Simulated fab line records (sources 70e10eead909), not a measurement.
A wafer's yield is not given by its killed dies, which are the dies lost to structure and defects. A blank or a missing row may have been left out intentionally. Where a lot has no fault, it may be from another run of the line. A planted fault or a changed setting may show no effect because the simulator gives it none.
Which tool is to blame? | flow nandHarc | Sampling: 12 lots, 36 wafers, 6 of 1302 route steps

## WHAT THE GAUGES READ, wafer by wafer
NHARC_P_ZERO_WELL_CD_MEAS_52 targets a cd of 2000 nm.
lot  | measured     | on       | cdNm (nm)
L928 | day 2 01:52  | cdSem-02 | 1997.9 2000.9 2001.3
L929 | day 2 11:51  | cdSem-01 | 1997.2 1998.2 2001.4
L930 | day 2 21:57  | cdSem-01 | 1999.7 2000.5 2000.6
L932 | day 3 17:51  | cdSem-02 | 2000.9 1999.0 2001.1
L933 | day 4 03:56  | cdSem-02 | 1999.7 2003.4 1999.8
L934 | day 4 14:02  | cdSem-03 | 1998.8 2000.1 1997.6
L937 | day 5 19:45  | cdSem-01 | 1997.1 1998.8 2001.8
L939 | day 6 15:37  | cdSem-01 | 1863.7 1863.6 1861.5
L942 | day 7 21:54  | cdSem-01 | 2002.7 2003.6 2000.9
L944 | day 8 17:52  | cdSem-02 | 1999.3 2002.0 1998.5
L949 | day 10 20:09 | cdSem-01 | 2002.2 1998.9 2002.5
L951 | day 11 15:53 | cdSem-02 | 1999.1 1995.1 1996.9

NHARC_END_SORT_01.
lot  | measured     | on        | killedAtArray | killedAtOther | killedAtPeriphery | killedDies | killedOpen | killedShort
L939 | day 28 19:41 | prober-01 | 32            | 1             | 6                 | 39         | 5          | 2

## TOOL THAT RAN EACH LOT (tool first, then ch and the chambers of the sampled wafers, then the start)
lot  | NHARC_P_ZERO_WELL_EXPOSE_49      | NHARC_P_GATE_ALD_36              | NHARC_P_GATE_STRIP_75               | NHARC_P_GATE_STRIP_112
L928 | krfScanner-03 ch 0, day 2 01:43  | aldSin-01 ch 1,2, day 5 08:08    | plasmaAsher-02 ch 0,1, day 5 19:34  | plasmaAsher-02 ch 0,1, day 5 21:05
L929 | krfScanner-04 ch 0, day 2 11:41  | aldSin-04 ch 0,2,3, day 5 07:40  | plasmaAsher-02 ch 0,1, day 5 19:11  | plasmaAsher-01 ch 0,1, day 5 20:43
L930 | krfScanner-03 ch 0, day 2 21:48  | aldSin-03 ch 0,2,3, day 6 00:05  | plasmaAsher-01 ch 0,1, day 6 09:19  | plasmaAsher-01 ch 0,1, day 6 10:47
L932 | krfScanner-04 ch 0, day 3 17:42  | aldSin-01 ch 0,1, day 6 21:24    | plasmaAsher-01 ch 1, day 7 08:32    | plasmaAsher-01 ch 0,1, day 7 09:50
L933 | krfScanner-02 ch 0, day 4 03:47  | aldSin-03 ch 0,2,3, day 7 08:16  | plasmaAsher-02 ch 0,1, day 7 18:35  | plasmaAsher-02 ch 0,1, day 7 20:06
L934 | krfScanner-03 ch 0, day 4 13:53  | aldSin-04 ch 0,1,2, day 7 20:12  | plasmaAsher-02 ch 0,1, day 8 07:40  | plasmaAsher-02 ch 0,1, day 8 09:08
L937 | krfScanner-04 ch 0, day 5 19:36  | aldSin-04 ch 1,2, day 8 20:37    | plasmaAsher-01 ch 0,1, day 9 06:50  | plasmaAsher-02 ch 0,1, day 9 08:23
L939 | krfScanner-03 ch 0, day 6 15:28  | aldSin-03 ch 0,1, day 9 18:23    | plasmaAsher-02 ch 0,1, day 10 05:47 | plasmaAsher-02 ch 0,1, day 10 07:14
L942 | krfScanner-03 ch 0, day 7 21:45  | aldSin-03 ch 0,2, day 11 10:09   | plasmaAsher-01 ch 0,1, day 11 20:28 | plasmaAsher-01 ch 0,1, day 11 21:49
L944 | krfScanner-03 ch 0, day 8 17:43  | aldSin-01 ch 0,2,3, day 12 00:58 | plasmaAsher-02 ch 1, day 12 12:22   | plasmaAsher-01 ch 0,1, day 12 13:49
L949 | krfScanner-04 ch 0, day 10 19:59 | aldSin-03 ch 0,1,2, day 13 18:05 | plasmaAsher-02 ch 0,1, day 14 05:31 | plasmaAsher-02 ch 0,1, day 14 06:58
L951 | krfScanner-03 ch 0, day 11 15:44 | aldSin-03 ch 0,3, day 14 12:56   | plasmaAsher-01 ch 0,1, day 15 00:20 | plasmaAsher-02 ch 0,1, day 15 01:44
- NHARC_P_ZERO_WELL_EXPOSE_49: exposes mask P HVPW, target cd 2000 nm.
- NHARC_P_GATE_ALD_36: deposits SiNx, target thk 20 nm, pulse time 60 s, ald cycles 223.
- NHARC_P_GATE_STRIP_75: strips in O2.
- NHARC_P_GATE_STRIP_112: strips in N2/H2, time 200 s.

## WHAT THE TOOLS THEMSELVES READ (means of the sampled wafers that have a number; where no wafer has one, the mark that the record gives instead)
NHARC_P_ZERO_WELL_EXPOSE_49.
lot  | tool          | focusOffsetNm (nm) | stageVelMmS (mm/s)
L928 | krfScanner-03 | 0.1                | 500.02
L929 | krfScanner-04 | -0.9               | 500.03
L930 | krfScanner-03 | -0.2               | 499.75
L932 | krfScanner-04 | 0.2                | 500.05
L933 | krfScanner-02 | -0.3               | 500.11
L934 | krfScanner-03 | -0.3               | 499.92
L937 | krfScanner-04 | 0.1                | 500.04
L939 | krfScanner-03 | -0.2               | 499.89
L942 | krfScanner-03 | 0.4                | 499.88
L944 | krfScanner-03 | 0.0                | 500.08
L949 | krfScanner-04 | -0.3               | 500.24
L951 | krfScanner-03 | -0.2               | 500.09

NHARC_P_GATE_ALD_36.
lot  | tool      | heaterPowerW (W) | precursorPulseHeightRel
L928 | aldSin-01 | 826              | 1.009
L929 | aldSin-04 | 752              | 1.013
L930 | aldSin-03 | 821              | 0.999
L932 | aldSin-01 | 815              | 1.008
L933 | aldSin-03 | 811              | 1.009
L934 | aldSin-04 | 768              | 0.989
L937 | aldSin-04 | 755              | 1.016
L939 | aldSin-03 | 806              | 0.980
L942 | aldSin-03 | 824              | 1.007
L944 | aldSin-01 | 848              | 1.008
L949 | aldSin-03 | 832              | 0.992
L951 | aldSin-03 | 795              | 0.989

NHARC_P_GATE_STRIP_75.
lot  | tool           | drypumpMotorCurrentA (A) | heaterPowerW (W)
L928 | plasmaAsher-02 | 6.3                      | 288
L929 | plasmaAsher-02 | 6.3                      | 289
L930 | plasmaAsher-01 | 4.9                      | 321
L932 | plasmaAsher-01 | 4.7                      | 348
L933 | plasmaAsher-02 | 6.2                      | 295
L934 | plasmaAsher-02 | 6.3                      | 290
L937 | plasmaAsher-01 | 4.9                      | 317
L939 | plasmaAsher-02 | 6.3                      | 287
L942 | plasmaAsher-01 | 4.9                      | 315
L944 | plasmaAsher-02 | 6.4                      | 294
L949 | plasmaAsher-02 | 6.3                      | 311
L951 | plasmaAsher-01 | 4.9                      | 321

NHARC_P_GATE_STRIP_112.
lot  | tool           | drypumpMotorCurrentA (A) | heaterPowerW (W)
L928 | plasmaAsher-02 | 6.3                      | 77
L929 | plasmaAsher-01 | 4.9                      | 87
L930 | plasmaAsher-01 | 5.1                      | 80
L932 | plasmaAsher-01 | 4.9                      | 87
L933 | plasmaAsher-02 | 6.3                      | 77
L934 | plasmaAsher-02 | 6.3                      | 79
L937 | plasmaAsher-02 | 6.3                      | 77
L939 | plasmaAsher-02 | 6.2                      | 80
L942 | plasmaAsher-01 | 4.9                      | 83
L944 | plasmaAsher-01 | 5.1                      | 79
L949 | plasmaAsher-02 | 6.2                      | 83
L951 | plasmaAsher-02 | 6.3                      | 81

## THE ANSWER, worked out from the rows above alone
Rule: usual is defined by the lots themselves. The widest of any qualifying gaps counts: lots, ordered by their means at a reading, are off when they make up no more than a third of the lots, leave a main group of 4 or more, and stand apart from it by 3 or more times the standard deviation of that group's means. A main group is skipped when, at the precision printed for the reading in the tables above, its means are all equal. Also off: a lot with no number at a reading for which 4 or more lots have one. The other lots that the step has rows for count as sound. First the gauges in route order, then the tools' own readings, where a lot's mean is used as printed above. The first step at which some lot is off is used, and at that step the reading that is off furthest; a lot without a number counts as furthest.
Off, at NHARC_P_ZERO_WELL_CD_MEAS_52 on cdNm: L939. The main group: mean 1999.9 nm, standard deviation 1.4.
If a tool, at a process step before that reading, ran all the lots that are off and no sound lot after the first of them, it fits. The gauges at NHARC_P_ZERO_WELL_CD_MEAS_52 are tried like those tools. No candidate that was tried fits.

## WHAT THE SIMULATOR HAD PUT IN
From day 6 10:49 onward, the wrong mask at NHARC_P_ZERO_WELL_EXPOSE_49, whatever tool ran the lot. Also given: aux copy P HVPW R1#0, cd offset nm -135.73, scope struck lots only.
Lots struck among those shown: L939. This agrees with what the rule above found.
